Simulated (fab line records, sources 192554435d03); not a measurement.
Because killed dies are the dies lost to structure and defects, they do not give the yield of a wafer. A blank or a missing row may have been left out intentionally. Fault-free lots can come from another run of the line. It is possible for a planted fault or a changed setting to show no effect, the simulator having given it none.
fab line records	flow n5-finfet
record: lots: 24	wafers: 72	last-day: 18
route steps=1938 shown BEOL_M1@815 BEOL_M2@856
lots that met no fault: from a run of the same line without faults
start-h: start of the lot's first displayed wafer, in hours after the record's first day	wait-h: time in hours since the lot's previous step	" as in the row above	L1.1+2: several wafers, shown together as one row	- no value present, or no start provided	* or withheld: withheld	< > ~ a bound
route shown NAME@n: names a module that has steps shown in the file, with the first one's number in the route	usual: mean and standard deviation over wafers with no fault	same: alike in all rows	chamber/n: place in a boat	sites: the reading at each site	_std_site: the standard deviation of these	_edge_site: the outer-site mean with the inner-site mean subtracted	radius-mm: for every site, how far away it sits from the centre of the wafer	mask NAME#n: copy n	behind: tool/chamber where the wafer was last shaped	hold: the reason the lot was held/the length of the hold in hours/how it ended	device: the n, p or np transistor that did not switch	end of line: tests of these same wafers at the route's end	step lacking rows: just its recipe	killed: not the wafer's yield, but the dies lost to structure and defects at the first sort	map: a wafer's dies, x killed, . not, _ none there
set.NAME: the setting as run; set.NAME@STEP: as run at that earlier step	model.NAME: the simulator's own value behind a step, which no gauge read
a sample of lots followed through the steps of the route, with each step as a table and each wafer as a row
services: from which hour (start-h, from the record's first day; less than 0 if before it) a tool's chamber was out of use, for how many hours, and why
== steps ==
step: N5_BEOL_M1_ANNEAL_49
recipe: temp-c: 400	time-s: 240	ambient: vacuum
usual: heater-power-w: 804/84
lot.wafer	tool	chamber	start-h	wait-h	heater-power-w
L074.1	pvd-sputter-01	-	128.08	0.0	727
L074.2	"	-	"	"	875
L074.3	"	-	"	"	812
L075.1	pvd-sputter-03	-	131.76	0.0	755
L075.4	"	-	"	"	664
L075.6	"	-	"	"	788
L077.4	pvd-sputter-01	-	147.15	0.0	829
L077.5	"	-	"	"	871
L077.6	"	-	"	"	774
L076.3	pvd-sputter-02	-	148.25	0.0	858
L076.4	"	-	"	"	898
L076.5	"	-	"	"	838
L079.1	pvd-sputter-03	-	160.05	0.0	685
L079.2	"	-	"	"	656
L079.3	"	-	"	"	935
L078.2	pvd-sputter-02	-	160.50	0.0	786
L078.4	"	-	"	"	801
L078.5	"	-	"	"	844
L080.2	pvd-sputter-02	-	170.85	0.0	851
L080.4	"	-	"	"	820
L080.5	"	-	"	"	896
L081.2	pvd-sputter-03	-	175.00	0.0	945
L081.3	"	-	"	"	777
L081.5	"	-	"	"	948
L083.1	pvd-sputter-01	-	181.86	0.0	796
L083.3	"	-	"	"	822
L083.4	"	-	"	"	727
L082.1	pvd-sputter-02	-	184.09	0.0	844
L082.4	"	-	"	"	837
L082.6	"	-	"	"	807
L084.1	pvd-sputter-03	-	190.79	0.0	772
L084.4	"	-	"	"	952
L084.6	"	-	"	"	656
L085.1	pvd-sputter-03	-	197.86	0.0	766
L085.2	"	-	"	"	952
L085.3	"	-	"	"	678
L086.3	pvd-sputter-01	-	210.77	0.0	736
L086.4	"	-	"	"	843
L086.6	"	-	"	"	714
L087.2	pvd-sputter-03	-	212.80	0.0	696
L087.3	"	-	"	"	672
L087.4	"	-	"	"	757
L088.3	pvd-sputter-01	-	217.77	0.0	808
L088.4	"	-	"	"	875
L088.5	"	-	"	"	814
L089.2	pvd-sputter-02	-	217.91	0.0	797
L089.4	"	-	"	"	886
L089.5	"	-	"	"	860
L090.1	pvd-sputter-03	-	231.58	0.0	755
L090.2	"	-	"	"	685
L090.3	"	-	"	"	962
L091.1	pvd-sputter-02	-	237.75	0.0	874
L091.5	"	-	"	"	834
L091.6	"	-	"	"	789
L092.1	pvd-sputter-03	-	243.31	0.0	661
L092.3	"	-	"	"	686
L092.4	"	-	"	"	940
L094.2	pvd-sputter-02	-	251.02	0.0	845
L094.3	"	-	"	"	867
L094.5	"	-	"	"	837
L093.2	pvd-sputter-02	-	252.86	0.0	835
L093.4	"	-	"	"	874
L093.6	"	-	"	"	871
L095.1	pvd-sputter-03	-	257.32	0.0	780
L095.4	"	-	"	"	661
L095.6	"	-	"	"	958
L096.1	pvd-sputter-01	-	272.25	0.0	862
L096.4	"	-	"	"	801
L096.6	"	-	"	"	780
L097.2	pvd-sputter-03	-	279.19	0.0	951
L097.5	"	-	"	"	647
L097.6	"	-	"	"	703
step: N5_BEOL_M1_ANNEAL_82
recipe: temp-c: 400	time-s: 240	ambient: vacuum
usual: heater-power-w: 806/86
lot.wafer	tool	chamber	start-h	wait-h	heater-power-w
L074.1	pvd-sputter-01	-	128.52	0.0	728
L074.2	"	-	"	"	869
L074.3	"	-	"	"	827
L075.1	pvd-sputter-03	-	132.20	0.0	772
L075.4	"	-	"	"	664
L075.6	"	-	"	"	773
L077.4	pvd-sputter-01	-	147.59	0.0	822
L077.5	"	-	"	"	878
L077.6	"	-	"	"	797
L076.3	pvd-sputter-02	-	148.69	0.0	838
L076.4	"	-	"	"	860
L076.5	"	-	"	"	847
L079.1	pvd-sputter-03	-	160.49	0.0	676
L079.2	"	-	"	"	660
L079.3	"	-	"	"	957
L078.2	pvd-sputter-02	-	160.94	0.0	787
L078.4	"	-	"	"	806
L078.5	"	-	"	"	847
L080.2	pvd-sputter-02	-	171.29	0.0	842
L080.4	"	-	"	"	845
L080.5	"	-	"	"	860
L081.2	pvd-sputter-03	-	175.44	0.0	959
L081.3	"	-	"	"	780
L081.5	"	-	"	"	983
L083.1	pvd-sputter-01	-	182.30	0.0	828
L083.3	"	-	"	"	814
L083.4	"	-	"	"	728
L082.1	pvd-sputter-02	-	184.53	0.0	839
L082.4	"	-	"	"	854
L082.6	"	-	"	"	784
L084.1	pvd-sputter-03	-	191.23	0.0	768
L084.4	"	-	"	"	953
L084.6	"	-	"	"	663
L085.1	pvd-sputter-03	-	198.30	0.0	755
L085.2	"	-	"	"	961
L085.3	"	-	"	"	701
L086.3	pvd-sputter-01	-	211.21	0.0	730
L086.4	"	-	"	"	810
L086.6	"	-	"	"	715
L087.2	pvd-sputter-03	-	213.24	0.0	706
L087.3	"	-	"	"	665
L087.4	"	-	"	"	767
L088.3	pvd-sputter-01	-	218.21	0.0	810
L088.4	"	-	"	"	877
L088.5	"	-	"	"	817
L089.2	pvd-sputter-02	-	218.35	0.0	804
L089.4	"	-	"	"	882
L089.5	"	-	"	"	834
L090.1	pvd-sputter-03	-	232.02	0.0	758
L090.2	"	-	"	"	698
L090.3	"	-	"	"	958
L091.1	pvd-sputter-02	-	238.19	0.0	866
L091.5	"	-	"	"	865
L091.6	"	-	"	"	806
L092.1	pvd-sputter-03	-	243.75	0.0	666
L092.3	"	-	"	"	694
L092.4	"	-	"	"	968
L094.2	pvd-sputter-02	-	251.46	0.0	844
L094.3	"	-	"	"	891
L094.5	"	-	"	"	845
L093.2	pvd-sputter-02	-	253.30	0.0	825
L093.4	"	-	"	"	887
L093.6	"	-	"	"	899
L095.1	pvd-sputter-03	-	257.76	0.0	756
L095.4	"	-	"	"	672
L095.6	"	-	"	"	964
L096.1	pvd-sputter-01	-	272.69	0.0	866
L096.4	"	-	"	"	838
L096.6	"	-	"	"	786
L097.2	pvd-sputter-03	-	279.63	0.0	972
L097.5	"	-	"	"	671
L097.6	"	-	"	"	692
step: N5_BEOL_M1_ANNEAL_93
recipe: temp-c: 400	time-s: 240	ambient: vacuum
usual: heater-power-w: 806/87
lot.wafer	tool	chamber	start-h	wait-h	heater-power-w
L074.1	pvd-sputter-01	-	129.40	0.0	712
L074.2	"	-	"	"	859
L074.3	"	-	"	"	837
L075.1	pvd-sputter-03	-	133.08	0.0	771
L075.4	"	-	"	"	644
L075.6	"	-	"	"	777
L077.4	pvd-sputter-01	-	148.54	0.0	806
L077.5	"	-	"	"	861
L077.6	"	-	"	"	796
L076.3	pvd-sputter-02	-	149.57	0.0	861
L076.4	"	-	"	"	894
L076.5	"	-	"	"	843
L079.1	pvd-sputter-03	-	161.37	0.0	686
L079.2	"	-	"	"	655
L079.3	"	-	"	"	972
L078.2	pvd-sputter-02	-	161.82	0.0	786
L078.4	"	-	"	"	794
L078.5	"	-	"	"	845
L080.2	pvd-sputter-02	-	172.17	0.0	861
L080.4	"	-	"	"	859
L080.5	"	-	"	"	872
L081.2	pvd-sputter-03	-	176.32	0.0	974
L081.3	"	-	"	"	780
L081.5	"	-	"	"	933
L083.1	pvd-sputter-01	-	183.18	0.0	806
L083.3	"	-	"	"	804
L083.4	"	-	"	"	713
L082.1	pvd-sputter-02	-	185.41	0.0	859
L082.4	"	-	"	"	853
L082.6	"	-	"	"	786
L084.1	pvd-sputter-03	-	192.11	0.0	790
L084.4	"	-	"	"	961
L084.6	"	-	"	"	652
L085.1	pvd-sputter-03	-	199.18	0.0	749
L085.2	"	-	"	"	982
L085.3	"	-	"	"	689
L086.3	pvd-sputter-01	-	212.09	0.0	735
L086.4	"	-	"	"	839
L086.6	"	-	"	"	725
L087.2	pvd-sputter-03	-	214.12	0.0	679
L087.3	"	-	"	"	658
L087.4	"	-	"	"	768
L088.3	pvd-sputter-01	-	219.09	0.0	817
L088.4	"	-	"	"	867
L088.5	"	-	"	"	801
L089.2	pvd-sputter-02	-	219.23	0.0	792
L089.4	"	-	"	"	889
L089.5	"	-	"	"	828
L090.1	pvd-sputter-03	-	232.90	0.0	764
L090.2	"	-	"	"	691
L090.3	"	-	"	"	946
L091.1	pvd-sputter-02	-	239.07	0.0	878
L091.5	"	-	"	"	830
L091.6	"	-	"	"	770
L092.1	pvd-sputter-03	-	244.63	0.0	651
L092.3	"	-	"	"	691
L092.4	"	-	"	"	949
L094.2	pvd-sputter-02	-	252.34	0.0	848
L094.3	"	-	"	"	880
L094.5	"	-	"	"	834
L093.2	pvd-sputter-02	-	254.18	0.0	840
L093.4	"	-	"	"	897
L093.6	"	-	"	"	874
L095.1	pvd-sputter-03	-	258.64	0.0	767
L095.4	"	-	"	"	670
L095.6	"	-	"	"	974
L096.1	pvd-sputter-01	-	273.57	0.0	868
L096.4	"	-	"	"	806
L096.6	"	-	"	"	792
L097.2	pvd-sputter-03	-	280.51	0.0	944
L097.5	"	-	"	"	666
L097.6	"	-	"	"	685
step: N5_BEOL_M2_INSPECT_13
recipe: mode: adi	inspect-instrument: brightfield
usual: raw-defect-count: 368/75
lot.wafer	tool	chamber	start-h	wait-h	raw-defect-count
L074.1	defect-inspect-02	-	131.75	0.1	385
L074.2	"	-	"	"	407
L074.3	"	-	"	"	427
L075.1	defect-inspect-02	-	136.92	0.1	295
L075.4	"	-	"	"	288
L075.6	"	-	"	"	276
L077.4	defect-inspect-01	-	151.14	0.0	307
L077.5	"	-	"	"	396
L077.6	"	-	"	"	394
L076.3	defect-inspect-02	-	151.81	0.0	272
L076.4	"	-	"	"	428
L076.5	"	-	"	"	346
L079.1	defect-inspect-01	-	163.65	0.1	357
L079.2	"	-	"	"	415
L079.3	"	-	"	"	307
L078.2	defect-inspect-02	-	165.16	0.0	493
L078.4	"	-	"	"	404
L078.5	"	-	"	"	425
L080.2	defect-inspect-02	-	174.31	0.0	425
L080.4	"	-	"	"	426
L080.5	"	-	"	"	328
L081.2	defect-inspect-02	-	178.70	0.0	309
L081.3	"	-	"	"	352
L081.5	"	-	"	"	374
L083.1	defect-inspect-02	-	185.32	0.1	315
L083.3	"	-	"	"	308
L083.4	"	-	"	"	350
L082.1	defect-inspect-01	-	189.57	0.1	559
L082.4	"	-	"	"	348
L082.6	"	-	"	"	369
L084.1	defect-inspect-01	-	194.44	0.1	375
L084.4	"	-	"	"	334
L084.6	"	-	"	"	368
L085.1	defect-inspect-02	-	204.19	0.1	429
L085.2	"	-	"	"	327
L085.3	"	-	"	"	345
L086.3	defect-inspect-02	-	215.49	0.0	494
L086.4	"	-	"	"	342
L086.6	"	-	"	"	419
L087.2	defect-inspect-02	-	217.11	0.0	398
L087.3	"	-	"	"	351
L087.4	"	-	"	"	452
L088.3	defect-inspect-01	-	221.83	0.0	296
L088.4	"	-	"	"	369
L088.5	"	-	"	"	327
L089.2	defect-inspect-02	-	225.72	0.0	374
L089.4	"	-	"	"	422
L089.5	"	-	"	"	359
L090.1	defect-inspect-01	-	236.48	0.1	307
L090.2	"	-	"	"	338
L090.3	"	-	"	"	283
L091.1	defect-inspect-01	-	242.19	0.1	328
L091.5	"	-	"	"	556
L091.6	"	-	"	"	384
L092.1	defect-inspect-02	-	247.47	0.1	418
L092.3	"	-	"	"	302
L092.4	"	-	"	"	412
L094.2	defect-inspect-02	-	255.67	0.0	359
L094.3	"	-	"	"	292
L094.5	"	-	"	"	365
L093.2	defect-inspect-01	-	256.45	0.0	255
L093.4	"	-	"	"	222
L093.6	"	-	"	"	251
L095.1	defect-inspect-01	-	261.49	0.1	324
L095.4	"	-	"	"	311
L095.6	"	-	"	"	385
L096.1	defect-inspect-01	-	277.56	0.1	420
L096.4	"	-	"	"	545
L096.6	"	-	"	"	501
L097.2	defect-inspect-01	-	283.07	0.0	354
L097.5	"	-	"	"	428
L097.6	"	-	"	"	585
step: N5_BEOL_M2_ETCH_70
recipe: chemistry: N2/H2	target: SOC	target-depth-a: 800	overetch-a: 240	mask-material: SiARC	temp-c: 40	time-s: 130	ion-energy-ev: 200	pressure-mtorr: 30	source-w: 840	bias-w: 150	n2-flow-sccm: 200	h2-flow-sccm: 200
usual: bias-w: 149.9/0.45	drypump-motor-current-A: 5.5/0.43	h2-flow-sccm: 200.1/0.58	oes-product-au: 0.59/0.044	rf-vpp-V: 525.1/2.4	showerhead-plenum-p-Torr: 2.59/0.084	throttle-valve-pct: 17.89/0.27
lot.wafer	tool	chamber	start-h	wait-h	bias-w	drypump-motor-current-A	h2-flow-sccm	oes-product-au	rf-hours-counter-h	rf-vpp-V	showerhead-plenum-p-Torr	throttle-valve-pct
L074.1	rie-diel-01	0	135.98	0.0	150.1	6.0	199.9	0.53	228	520.1	2.41	18.15
L074.2	"	3	"	"	149.6	5.7	199.9	0.58	100	524.1	2.56	18.13
L074.3	"	2	"	"	149.6	5.2	199.9	0.61	68	524.4	2.59	17.50
L075.1	rie-diel-01	2	141.11	0.0	150.3	5.2	200.2	0.60	70	524.1	2.59	17.49
L075.4	"	0	"	"	149.8	6.0	199.4	0.52	229	519.6	2.41	18.17
L075.6	"	2	"	"	150.2	5.2	199.9	0.60	-	526.3	2.59	17.49
L077.4	rie-diel-05	3	153.84	0.0	149.3	5.1	201.3	0.62	69	524.0	2.61	18.15
L077.5	"	0	"	"	150.0	5.4	200.4	0.65	-	521.9	2.46	17.83
L077.6	"	3	"	"	149.5	5.1	199.3	0.62	-	525.0	2.61	18.13
L076.3	rie-diel-01	3	153.93	0.0	149.2	5.7	200.7	0.58	107	524.6	2.56	18.14
L076.4	"	1	"	"	149.3	5.7	199.3	0.67	16	528.6	2.72	18.10
L076.5	"	2	"	"	150.4	5.2	199.6	0.60	-	524.6	2.59	17.52
L079.1	rie-diel-01	2	169.11	0.0	149.5	5.2	199.2	0.59	81	526.5	2.58	17.53
L079.2	"	3	"	"	150.4	5.7	199.3	0.57	114	523.2	2.55	18.14
L079.3	"	0	"	"	150.0	6.1	200.7	0.52	242	520.5	2.41	18.20
L078.2	rie-diel-01	3	172.51	0.0	149.9	5.7	200.5	0.56	115	525.2	2.55	18.14
L078.4	"	0	"	"	149.5	6.1	200.2	0.51	242	520.4	2.41	18.17
L078.5	"	0	"	"	149.5	6.0	200.2	0.51	-	518.7	2.41	18.18
L080.2	rie-diel-05	1	176.96	0.0	149.0	5.6	199.9	0.56	134	529.0	2.63	17.18
L080.4	"	2	"	"	150.4	5.1	200.0	0.51	247	525.3	2.63	18.00
L080.5	"	1	"	"	148.5	5.6	200.5	0.56	-	527.0	2.63	17.21
L081.2	rie-diel-01	0	185.63	0.0	149.9	6.0	199.5	0.51	248	518.7	2.40	18.19
L081.3	"	1	"	"	150.2	5.7	200.0	0.65	30	529.5	2.72	18.12
L081.5	"	3	"	"	148.7	5.7	199.4	0.57	-	522.3	2.55	18.16
L083.1	rie-diel-01	1	188.85	0.0	150.4	5.7	200.1	0.64	30	527.0	2.71	18.12
L083.3	"	2	"	"	149.6	5.2	201.1	0.59	88	524.6	2.58	17.56
L083.4	"	0	"	"	149.9	6.1	199.5	0.51	249	518.8	2.40	18.21
L082.1	rie-diel-02	2	192.31	0.0	150.6	6.3	200.6	0.63	58	527.8	2.66	17.51
L082.4	"	3	"	"	150.1	5.2	199.9	0.56	134	524.0	2.57	17.97
L082.6	"	0	"	"	150.3	4.9	199.1	0.56	-	525.0	2.56	17.89
L084.1	rie-diel-01	3	198.88	0.0	149.9	5.7	200.1	0.56	125	524.0	2.55	18.16
L084.4	"	1	"	"	149.4	5.7	199.7	0.64	-	528.1	2.71	18.13
L084.6	"	2	"	"	150.4	5.2	201.0	0.60	-	525.6	2.58	17.55
L085.1	rie-diel-02	2	208.12	0.0	149.9	6.4	201.2	0.61	63	527.5	2.65	17.51
L085.2	"	3	"	"	150.1	5.2	200.8	0.55	139	523.2	2.56	17.97
L085.3	"	0	"	"	149.6	4.9	200.4	0.55	159	523.4	2.55	17.89
L086.3	rie-diel-02	0	225.62	0.0	150.3	4.9	200.2	0.56	165	524.2	2.55	17.91
L086.4	"	3	"	"	149.8	5.2	200.5	0.55	144	524.4	2.56	17.98
L086.6	"	0	"	"	150.8	4.9	200.9	0.55	-	524.6	2.55	17.91
L087.2	rie-diel-02	2	230.02	0.0	149.2	6.4	199.8	0.60	69	528.6	2.65	17.52
L087.3	"	1	"	"	149.3	5.0	200.2	0.58	113	526.9	2.68	17.89
L087.4	"	0	"	"	149.9	4.9	200.6	0.56	166	523.0	2.55	17.91
L088.3	rie-diel-02	0	233.21	0.0	149.9	4.9	200.7	0.55	168	523.7	2.55	17.92
L088.4	"	1	"	"	150.2	5.0	200.5	0.58	115	526.7	2.68	17.89
L088.5	"	3	"	"	150.1	5.2	200.6	0.55	-	525.3	2.56	17.99
L089.2	rie-diel-01	1	233.36	0.0	149.5	5.7	199.9	0.62	48	528.4	2.71	18.15
L089.4	"	0	"	"	150.0	6.0	200.2	0.70	8	527.6	2.72	17.68
L089.5	"	0	"	"	150.5	6.1	200.4	0.71	-	527.3	2.72	17.68
L090.1	rie-diel-05	3	237.98	0.0	150.4	5.1	199.9	0.60	103	525.2	2.59	18.20
L090.2	"	2	"	"	150.0	5.2	200.4	0.70	8	526.2	2.62	17.59
L090.3	"	0	"	"	150.1	5.4	200.1	0.62	76	522.4	2.45	17.90
L091.1	rie-diel-02	3	245.85	0.0	149.3	5.2	200.2	0.54	151	525.3	2.56	17.99
L091.5	"	2	"	"	149.0	6.4	200.2	0.60	-	527.8	2.65	17.53
L091.6	"	1	"	"	150.5	5.0	198.9	0.57	-	526.9	2.68	17.92
L092.1	rie-diel-02	2	250.03	0.0	149.9	6.3	201.1	0.60	76	527.6	2.65	17.52
L092.3	"	3	"	"	150.3	5.2	199.8	0.54	153	523.4	2.56	18.00
L092.4	"	0	"	"	149.4	4.9	200.3	0.55	175	523.7	2.55	17.93
L094.2	rie-diel-01	1	259.68	0.0	150.0	5.7	200.4	0.61	60	528.5	2.70	18.17
L094.3	"	3	"	"	150.0	5.7	199.8	0.56	152	526.3	2.54	18.22
L094.5	"	1	"	"	149.6	5.7	199.8	0.61	-	528.5	2.70	18.16
L093.2	rie-diel-05	3	270.57	0.0	150.2	5.1	199.4	0.59	113	523.0	2.59	18.23
L093.4	"	0	"	"	150.2	5.4	199.8	0.62	89	521.2	2.44	17.92
L093.6	"	0	"	"	150.9	5.4	200.3	0.61	-	521.4	2.45	17.92
L095.1	rie-diel-01	2	274.04	0.0	150.1	5.2	199.5	0.57	123	524.2	2.56	17.59
L095.4	"	0	"	"	149.8	6.0	199.4	0.69	17	528.3	2.72	17.71
L095.6	"	2	"	"	149.9	5.2	199.4	0.57	-	524.0	2.56	17.59
L096.1	rie-diel-01	0	280.65	0.0	150.3	6.1	201.2	0.68	19	526.4	2.71	17.71
L096.4	"	3	"	"	149.4	5.7	200.7	0.54	158	523.2	2.54	18.23
L096.6	"	3	"	"	149.7	5.7	201.1	0.55	-	523.4	2.54	18.22
L097.2	rie-diel-02	2	288.16	0.0	150.0	6.3	199.1	0.60	90	526.5	2.64	17.56
L097.5	"	1	"	"	149.7	5.0	198.9	0.57	-	526.7	2.68	17.93
L097.6	"	2	"	"	149.7	6.4	198.9	0.59	-	527.7	2.64	17.56
step: N5_BEOL_M2_STRIP_97
recipe: chemistry: N2/H2	time-s: 10	power-w: 450	temp-c: 40	pressure-mtorr: 20	rf-frequency-hz: 6e+07	bias-power-w: 7	n2-flow-sccm: 200	h2-flow-sccm: 200
usual: drypump-motor-current-A: 5.5/0.43	h2-flow-sccm: 200.0/0.62	oes-product-au: 0.80/0.065	rf-vpp-V: 59.2/0.78	showerhead-plenum-p-Torr: 2.59/0.084	throttle-valve-pct: 23.8/0.36
lot.wafer	tool	chamber	start-h	wait-h	drypump-motor-current-A	h2-flow-sccm	oes-product-au	rf-hours-counter-h	rf-vpp-V	showerhead-plenum-p-Torr	throttle-valve-pct
L074.1	rie-diel-01	0	-	-	6.0	200.2	0.71	228	57.4	2.41	24.1
L074.2	"	3	"	"	5.7	199.4	0.80	100	58.4	2.56	24.0
L074.3	"	2	"	"	5.2	199.3	0.82	68	59.1	2.58	23.4
L075.1	rie-diel-01	2	-	-	5.2	200.7	0.83	70	59.6	2.58	23.4
L075.4	"	0	"	"	6.0	200.4	0.70	229	58.4	2.41	24.1
L075.6	"	2	"	"	5.2	200.4	0.82	-	58.9	2.58	23.4
L077.4	rie-diel-05	3	-	-	5.1	200.0	0.87	70	59.5	2.60	24.2
L077.5	"	0	"	"	5.4	200.0	0.90	-	59.4	2.46	23.9
L077.6	"	3	"	"	5.1	199.7	0.87	-	59.3	2.60	24.2
L076.3	rie-diel-01	3	-	-	5.7	200.1	0.78	107	59.2	2.55	24.1
L076.4	"	1	"	"	5.7	199.7	0.91	16	59.5	2.72	24.1
L076.5	"	2	"	"	5.2	199.7	0.81	-	61.1	2.58	23.4
L079.1	rie-diel-01	2	-	-	5.2	200.3	0.81	81	59.2	2.58	23.4
L079.2	"	3	"	"	5.7	200.4	0.78	114	57.8	2.55	24.1
L079.3	"	0	"	"	6.0	200.3	0.69	242	58.2	2.40	24.1
L078.2	rie-diel-01	3	-	-	5.7	199.7	0.78	115	57.7	2.55	24.1
L078.4	"	0	"	"	6.1	199.1	0.69	243	59.1	2.40	24.1
L078.5	"	0	"	"	6.0	199.0	0.70	-	56.8	2.40	24.1
L080.2	rie-diel-05	1	-	-	5.6	199.9	0.76	134	59.8	2.62	22.8
L080.4	"	2	"	"	5.2	199.1	0.69	247	59.6	2.62	23.9
L080.5	"	1	"	"	5.6	200.1	0.76	-	59.1	2.62	22.7
L081.2	rie-diel-01	0	-	-	6.0	199.2	0.68	248	59.4	2.40	24.1
L081.3	"	1	"	"	5.7	200.6	0.88	30	59.8	2.71	24.1
L081.5	"	3	"	"	5.7	200.4	0.76	-	58.3	2.55	24.1
L083.1	rie-diel-01	1	-	-	5.7	200.5	0.89	31	59.9	2.71	24.1
L083.3	"	2	"	"	5.2	201.1	0.81	88	58.2	2.58	23.4
L083.4	"	0	"	"	6.0	201.6	0.69	249	58.4	2.40	24.1
L082.1	rie-diel-02	2	-	-	6.4	200.3	0.85	59	58.9	2.65	23.2
L082.4	"	3	"	"	5.2	200.2	0.75	134	58.3	2.56	23.7
L082.6	"	0	"	"	4.9	201.2	0.77	-	59.4	2.55	23.9
L084.1	rie-diel-01	3	-	-	5.7	200.8	0.77	125	59.5	2.55	24.1
L084.4	"	1	"	"	5.7	200.5	0.88	-	59.6	2.71	24.1
L084.6	"	2	"	"	5.2	201.3	0.81	-	58.8	2.57	23.4
L085.1	rie-diel-02	2	-	-	6.3	200.7	0.84	63	60.0	2.65	23.2
L085.2	"	3	"	"	5.2	199.3	0.74	139	57.6	2.56	23.7
L085.3	"	0	"	"	4.9	199.1	0.77	159	60.3	2.55	23.9
L086.3	rie-diel-02	0	-	-	4.9	200.7	0.76	165	59.9	2.55	23.9
L086.4	"	3	"	"	5.2	200.3	0.74	144	58.9	2.56	23.8
L086.6	"	0	"	"	4.9	199.2	0.77	-	59.3	2.55	23.9
L087.2	rie-diel-02	2	-	-	6.4	199.8	0.83	69	58.9	2.65	23.2
L087.3	"	1	"	"	5.0	200.0	0.77	113	59.6	2.68	23.8
L087.4	"	0	"	"	4.9	200.0	0.76	166	58.0	2.55	23.9
L088.3	rie-diel-02	0	-	-	4.9	199.4	0.76	168	59.4	2.55	23.9
L088.4	"	1	"	"	5.0	200.8	0.77	115	59.1	2.68	23.8
L088.5	"	3	"	"	5.2	200.4	0.72	-	58.3	2.56	23.8
L089.2	rie-diel-01	1	-	-	5.7	200.3	0.85	49	59.8	2.70	24.2
L089.4	"	0	"	"	6.0	199.2	0.96	8	59.0	2.72	23.5
L089.5	"	0	"	"	6.1	200.2	0.96	-	59.3	2.72	23.5
L090.1	rie-diel-05	3	-	-	5.1	199.7	0.81	104	59.4	2.59	24.3
L090.2	"	2	"	"	5.2	199.6	0.95	8	58.9	2.62	23.6
L090.3	"	0	"	"	5.4	200.2	0.84	76	59.5	2.45	24.0
L091.1	rie-diel-02	3	-	-	5.3	200.3	0.74	152	60.2	2.55	23.8
L091.5	"	2	"	"	6.4	199.5	0.82	-	58.8	2.65	23.2
L091.6	"	1	"	"	5.0	199.6	0.77	-	59.6	2.68	23.8
L092.1	rie-diel-02	2	-	-	6.4	200.0	0.83	76	58.9	2.65	23.2
L092.3	"	3	"	"	5.2	200.6	0.73	153	60.8	2.55	23.8
L092.4	"	0	"	"	4.9	200.2	0.75	175	59.4	2.54	23.9
L094.2	rie-diel-01	1	-	-	5.7	199.2	0.83	60	59.2	2.70	24.2
L094.3	"	3	"	"	5.7	199.4	0.74	152	59.6	2.53	24.1
L094.5	"	1	"	"	5.7	199.7	0.82	-	59.8	2.70	24.2
L093.2	rie-diel-05	3	-	-	5.1	199.7	0.81	113	59.7	2.58	24.3
L093.4	"	0	"	"	5.4	201.3	0.83	89	58.8	2.44	24.0
L093.6	"	0	"	"	5.4	200.1	0.84	-	59.0	2.44	23.9
L095.1	rie-diel-01	2	-	-	5.2	199.9	0.77	123	60.0	2.56	23.5
L095.4	"	0	"	"	6.1	200.0	0.94	17	58.6	2.71	23.5
L095.6	"	2	"	"	5.2	199.8	0.77	-	59.4	2.56	23.5
L096.1	rie-diel-01	0	-	-	6.0	199.9	0.94	19	59.3	2.71	23.5
L096.4	"	3	"	"	5.7	200.4	0.74	158	59.7	2.53	24.1
L096.6	"	3	"	"	5.7	200.1	0.74	-	58.7	2.53	24.1
L097.2	rie-diel-02	2	-	-	6.4	200.5	0.80	90	59.6	2.64	23.2
L097.5	"	1	"	"	5.0	200.5	0.75	-	57.2	2.67	23.8
L097.6	"	2	"	"	6.4	200.5	0.81	-	59.1	2.64	23.2
== services ==
tool	chamber	start-h	hours	kind
rie-diel-05	-	112.03	4.3	pm
rie-diel-02	2	136.70	8.8	repair
rie-diel-02	-	154.74	14.6	pm
rie-diel-05	2	159.38	5.2	repair
rie-diel-02	1	170.92	3.2	repair
rie-diel-05	2	185.33	-	clean
rie-diel-05	2	185.33	-	consumable-replace:focus-ring
rie-diel-05	2	185.33	22.6	scheduled-down
rie-diel-05	2	185.33	22.6	vent-cycle
rie-diel-01	0	194.65	-	clean
rie-diel-01	0	194.65	-	consumable-replace:focus-ring
rie-diel-01	0	194.65	-	consumable-replace:showerhead
rie-diel-01	0	194.65	18.3	scheduled-down
rie-diel-01	0	194.65	18.3	vent-cycle
rie-diel-02	-	201.05	2.8	pm
rie-diel-05	3	264.39	4.8	repair
rie-diel-05	-	272.79	2.8	pm
== key ==
fault none
